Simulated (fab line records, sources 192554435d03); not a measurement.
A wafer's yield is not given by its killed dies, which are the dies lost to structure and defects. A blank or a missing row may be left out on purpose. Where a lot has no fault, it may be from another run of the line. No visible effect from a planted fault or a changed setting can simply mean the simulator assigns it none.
A struck lot beside a sound one :: flow n5 finfet :: 36 out of 1938 route steps
Sound: wafers L361.2, L361.4, L361.6. Struck: wafer L372.5; the same lot's L372.2 was not struck, so it is left out; see the end for the cause.
Each step with rows lists, per side, the tool, then ch with its chambers, then its first start. Under that, the readings that differ: sound wafers :: struck wafers :: difference of the means :: sigmas: that difference in standard deviations of wafers without a fault.
alike: readings whose means differ by less than 2 such deviations, and words and numbers that are the same on both sides. not compared: withheld readings, readings that some wafer has no value for, bounds like >300 that may hide the same value, and numbers for which the record gives no deviation and whose values overlap.
Wherever a step has rows on one side only, a row that says differs or no value, or a row with sigmas, the two part there. Numbers that have no deviation but don't overlap get no sigmas and don't part them. Lack of a reading on every wafer of one side parts them only where that side has two or more wafers.

first, 9 steps without rows for these wafers: N5_BEOL_M4_ANNEAL_95 (time 240 s); N5_BEOL_M4_SPUTTER_96 (material Cu, target thk 4.5 nm, time 8.29 s); N5_BEOL_M4_ECD_50 (material Cu, target thk 300 nm); N5_BEOL_M4_ANNEAL_51 (time 90 s); N5_BEOL_M4_CMP_52 (polishes, stops on SiOC, t overpolish 6.8 s, target thk 40 nm); N5_BEOL_M4_PRE_CLEAN_60 (time 15 s); N5_BEOL_M4_CO_CAP_55 (material Co, precursor CCTBA/H2, target thk 2 nm, time 102.1 s); N5_BEOL_M4_PRE_CLEAN_56 (time 15 s); N5_BEOL_M4_DEP_57 (deposits SiCN from 3MS/NH3, target thk 8 nm, time 14 s).
N5_BEOL_M4_RC_MEAS_101:
  sound on prober-01 ch 0, day 10 03:08; struck on prober-02 ch 0, day 13 18:16
reading: DIBL_N (mV/V)
sound: 37.4 37.6 35.2
struck: 33.3
difference: -3.4
sigmas: -2

reading: VT_N (mV)
sound: 245 249 250
struck: 255
difference: +7
sigmas: +2
  alike: DIBL_P, IOFF_N, IOFF_P, ION_N, ION_P, SS_N, SS_P, VT_P
then, 24 steps without rows for these wafers: N5_BEOL_M5_ILD_DEP_00 (deposits SiCOH lowk from DEMS/porogen, target thk 140.64 nm, time 25.9 s); N5_BEOL_M5_CURE_79 (cures SiCOH lowk, time 240 s); N5_BEOL_M5_PECVD_70 (deposits SiO2 from TEOS/O2, target thk 16 nm, time 18 s); N5_BEOL_M5_HM_DEP_02 (deposits TiN, target thk 20 nm); N5_BEOL_M5_COAT_59 (time 60 s, resist thk 60 nm); N5_BEOL_M5_COAT_60 (time 60 s, resist thk 12 nm); N5_BEOL_M5_COAT_71 (time 60 s, resist thk 5 nm); N5_BEOL_M5_COAT_05 (resist thk 30 nm); N5_BEOL_M5_EBR_07; N5_BEOL_M5_SOFTBAKE_06 (time 60 s); N5_BEOL_M5_EXPOSE_08 (exposes mask M5, target cd 28 nm); N5_BEOL_M5_PEB_09 (peb time 60 s); N5_BEOL_M5_DEVELOP_10 (develop time 30 s); N5_BEOL_M5_DESCUM_16 (chemistry O2, time 7 s); N5_BEOL_M5_ETCH_72 (etches underlayer in N2/H2, target depth 6.5 nm, time 5.2 s); N5_BEOL_M5_ETCH_61 (etches SiARC in CF4, target depth 15.6 nm, time 26 s); N5_BEOL_M5_ETCH_62 (etches SOC in N2/H2, target depth 75 nm, overetch 15 nm, time 112.5 s); N5_BEOL_M5_STRIP_63 (strips in N2/H2); N5_BEOL_M5_STRIP_73 (strips in N2/H2); N5_BEOL_M5_STRIP_64 (strips in CF4); N5_BEOL_M5_HM_OPEN_17 (chemistry Cl2/BCl3, target TiN, target depth 20 nm, overetch 6 nm); N5_BEOL_M5_STRIP_19 (strips in O2); N5_BEOL_M5_COAT_65 (time 60 s, resist thk 60 nm); N5_BEOL_M5_COAT_66 (time 60 s, resist thk 12 nm).
-- record jumps: 4 days separate the struck wafers' starts on either side; left off in module BEOL_M5, taken up again in module PASSIVATION, whose first shown step is the route's number 1929 --
N5_PASSIVATION_PASS_ETCH_47: etches SiNx in CF4/O2, target depth 770 nm, time 385 s.
  sound on rie diel-06 ch 0,3, day 15 03:57; struck on rie diel-06 ch 2, day 18 03:40
reading: run length s (s)
sound: 408.3 408.4 408.1
struck: 249.4
difference: -158.9
sigmas: -99 or more

reading: model.etch.depth nm (nm)
sound: 760.8 765.2 762.4
struck: 463.1
difference: -299.7
sigmas: 
  alike: drypump motor current A, oes_ar_750_au, oes product au, rf vpp V, showerhead plenum p Torr, throttle valve pct
  not compared: rf hours counter h
N5_PASSIVATION_PROBE_49:
  sound: prober-01 at day 15 07:01; struck: prober-01 at day 18 08:28
reading: defect limited yield (%)
sound: 90.8 90.4 91.5
struck: 0
difference: -91
sigmas: -76

reading: killed at other
sound: 4 6 3
struck: 1078
difference: +1074
sigmas: +99 or more

reading: killed dies
sound: 108 113 100
struck: 1180
difference: +1073
sigmas: +72

reading: killed on rim
sound: 10 16 14
struck: 152
difference: +139
sigmas: +39

reading: sort_bin_5_function (%)
sound: 5.3 5.8 5.4
struck: 96.4
difference: +90.9
sigmas: +99 or more

reading: sort n pass
sound: 1072 1067 1080
struck: 0
difference: -1073
sigmas: -72

reading: sort yield pct (%)
sound: 90.8 90.4 91.5
struck: 0
difference: -91
sigmas: -76
  alike: killed_at_M0_to_M3, killed_at_M4_up, killed at contacts, killed at front end, killed open, killed short, sort_bin_6_memory

== WHERE THEY PART ==
Earliest at N5_BEOL_M4_RC_MEAS_101; latest, in this record, at N5_PASSIVATION_PROBE_49.

WHY: what had been put in by the simulator
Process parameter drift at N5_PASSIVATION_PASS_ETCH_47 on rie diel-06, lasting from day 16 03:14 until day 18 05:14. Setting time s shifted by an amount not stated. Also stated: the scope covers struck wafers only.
